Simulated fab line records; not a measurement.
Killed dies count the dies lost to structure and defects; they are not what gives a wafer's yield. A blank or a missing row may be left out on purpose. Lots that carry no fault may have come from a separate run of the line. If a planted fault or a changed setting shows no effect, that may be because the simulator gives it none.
Matching of chambers | flow nandHarc | aldMetal-04 running NHARC_A_CONTACT_ALD_18: 4 sister chambers
The step deposits TiN, target thk 3 nm, pulse time 1 s, ald cycles 150. 18 wafers are shown with their chamber, then 9 later ones without.

== WAFERS PAIRED WITH THEIR CHAMBERS ==
wafer  | chamber | heaterPowerW (W) | precursorPulseHeightRel
L075.3 | 0       | 1197             | 0.994
L075.4 | 2       | 928              | 1.023
L075.5 | 3       | 1135             | 0.986
L080.1 | 1       | 1129             | 1.017
L080.4 | 3       | 1159             | 0.968
L080.5 | 1       | 1125             | 0.999
L082.1 | 2       | 935              | 1.012
L082.2 | 3       | 1123             | 1.020
L082.4 | 3       | 1170             | 1.015
L083.3 | 1       | 1153             | 1.011
L083.5 | 2       | 933              | 0.987
L083.6 | 3       | 1193             | 1.012
L086.3 | 0       | 1209             | 0.992
L086.5 | 3       | 1161             | 0.991
L086.6 | 2       | 913              | 1.014
L089.1 | 0       | 1206             | 1.002
L089.3 | 3       | 1172             | 0.996
L089.6 | 3       | 1157             | 0.974

SIGNATURES, as means of the wafers listed above
reading                 | chamber 0 | chamber 1 | chamber 2 | chamber 3 | scatter within a chamber
heaterPowerW            | 1204.00   | 1135.67   | 927.25    | 1158.75   | 17.2
precursorPulseHeightRel | 0.99600   | 1.00900   | 1.00900   | 0.99525   | 0.0159
Rule: distance of a wafer from a chamber = root of the sum over the readings of ((wafer's reading minus chamber's mean) / reading's scatter) squared. The wafer belongs to the nearest chamber; if the next one is less than 2 further off, it can't be placed. The scatter: the root of (the sum of the squares of (reading less its chamber's mean) over the shown wafers, divided by (wafers less chambers)).

== WAFERS WITH NO CHAMBER GIVEN ==
wafer  | heaterPowerW (W) | precursorPulseHeightRel
L092.1 | 935              | 0.971
L092.3 | 1080             | 1.020
L092.6 | 1098             | 1.004
L094.2 | 953              | 0.986
L094.3 | 1136             | 1.027
L094.6 | 1176             | 1.002
L097.1 | 1091             | 1.013
L097.5 | 1115             | 0.965
L097.6 | 1168             | 1.010

== CHAMBER TAKEN BY EACH ==
wafer  | from the rows above          | in truth
L092.1 | 2                            | 2
L092.3 | can't be placed: 1 or 3      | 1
L092.6 | can't be placed: 1 or 3      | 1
L094.2 | 2                            | 2
L094.3 | can't be placed: 1 or 3      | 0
L094.6 | can't be placed: 3 or 0 or 1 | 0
L097.1 | can't be placed: 1 or 3      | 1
L097.5 | can't be placed: 1 or 3      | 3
L097.6 | can't be placed: 3 or 1 or 0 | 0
2 of 9 placed correctly. From these rows, 7 cannot be placed; in 6 the true chamber is one of the candidates. Wrongly placed: 0.
